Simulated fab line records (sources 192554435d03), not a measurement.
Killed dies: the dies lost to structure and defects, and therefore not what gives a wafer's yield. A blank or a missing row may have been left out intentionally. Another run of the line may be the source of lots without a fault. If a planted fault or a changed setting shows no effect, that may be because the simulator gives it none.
Problem report, 8D (eight disciplines) form, completed by code	flow n5-finfet	the parts of the form that need people (team, actions taken, sign-off) are left out

## 1. THE ISSUE
RS_SD_N at N5_SD_ACTIVATION_RS_MEAS_03 reads a mean of 20.67 ohm/sq on 1 wafer of 1 lot; wafers without a fault read 21.89 ohm/sq with a standard deviation of 0.27. That is -4.5 standard deviations from the usual mean.
The step: measures by four-point-probe.
First seen on wafer L291.5, day 7 16:32, on film-metro-02. The record has a number at this step for 30 wafers belonging to 10 lots. The rule behind "out" and "out of limits": a value lying over 4 standard deviations away from the usual mean. All remaining wafers that have a number are taken as sound.

## 2. WHAT IT IS, WHAT IT ISN'T
question	is	is not
which readings at this step	RS_SD_N	RS_SD_P
which lots	L291	L276, L277, L281, L282, L283, L288, L295, L296, L297
which wafers of those lots	L291.5	L291.3, L291.4
read on which gauges	film-metro-02	film-metro-01
when	from day 7 16:32	up to then (20 sound wafers); but 9 sound wafers of L295, L296, L297 came after

## 3. WHAT RULES OUT EACH SUSPECT
Counting: a tool at a process step up to the reading stays a suspect if it ran every lot that is out. Sound lots after the first of them don't rule it out here, since some wafers of a struck lot are sound.
- the gauge at N5_SD_ACTIVATION_RS_MEAS_03: kept. All the wafers that are out were read on film-metro-02, and no step on other tools shows them out.
- ald-sin-03 at N5_SPACER0_ALD_08 (deposits SiNx, target thk 2 nm): kept. The lot that is out, L291, ran on it at day 7 07:13; the last sound lot it ran before that was L283, at day 5 04:58.
- epi-rpcvd-03 at N5_SD_EPI_N_EPI_21 (deposits Si:P, time 690 s): kept. The lot that is out, L291, ran on it at day 7 10:05; the last sound lot it ran before that was L283, at day 5 07:34.
- Within ald-sin-03 at N5_SPACER0_ALD_08: the wafers that are out ran in chamber 3; their sound lot-mates ran in chambers 1, 2.
Left after counting: ald-sin-03 at N5_SPACER0_ALD_08, epi-rpcvd-03 at N5_SD_EPI_N_EPI_21, film-metro-02 at N5_SD_ACTIVATION_RS_MEAS_03.

## 4. THE CAUSE (what the simulator had put in)
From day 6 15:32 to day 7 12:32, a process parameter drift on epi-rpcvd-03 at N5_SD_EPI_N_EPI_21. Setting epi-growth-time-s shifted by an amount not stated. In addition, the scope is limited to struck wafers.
3 suspects survive the count, and this tool is in that group.

## 5. SEQUENCE OF EFFECTS, ordered by route
One row per reading whose mean, taken over the struck wafers that have a number, lies over 3 standard deviations from the usual. Scope: only readings with a usual standard deviation given in the record; hours: median across lots of the time from each lot's start at the first step in this table that gives one to its start at this step; sigmas: change in usual standard deviations.
hours	step	reading	usual	on struck wafers	change	sigmas
0	N5_SD_ACTIVATION_RS_MEAS_03	RS_SD_N	21.89 ohm/sq	20.67	-1.22	-4.5
195	N5_BEOL_M4_RC_MEAS_101	RS_SD_N	28.4 ohm/sq	27.2	-1.2	-3.3

## 6. WHAT WOULD HAVE CAUGHT IT SOONER
Counted from the fault's start at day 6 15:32, it took 25 hours until the first out-of-limits reading at a measuring or inspecting step in this record, taken at day 7 16:32.
Tool readings at N5_SD_EPI_N_EPI_21 with a usual standard deviation given in the record: none out on any struck wafer, hence no alarm at a limit of 4 standard deviations on them.
Each of the lots that are out, 1 in all, had begun N5_SD_EPI_N_EPI_21 on epi-rpcvd-03 no later than day 7 16:32. None of them would have been spared by holding the tool at that moment.
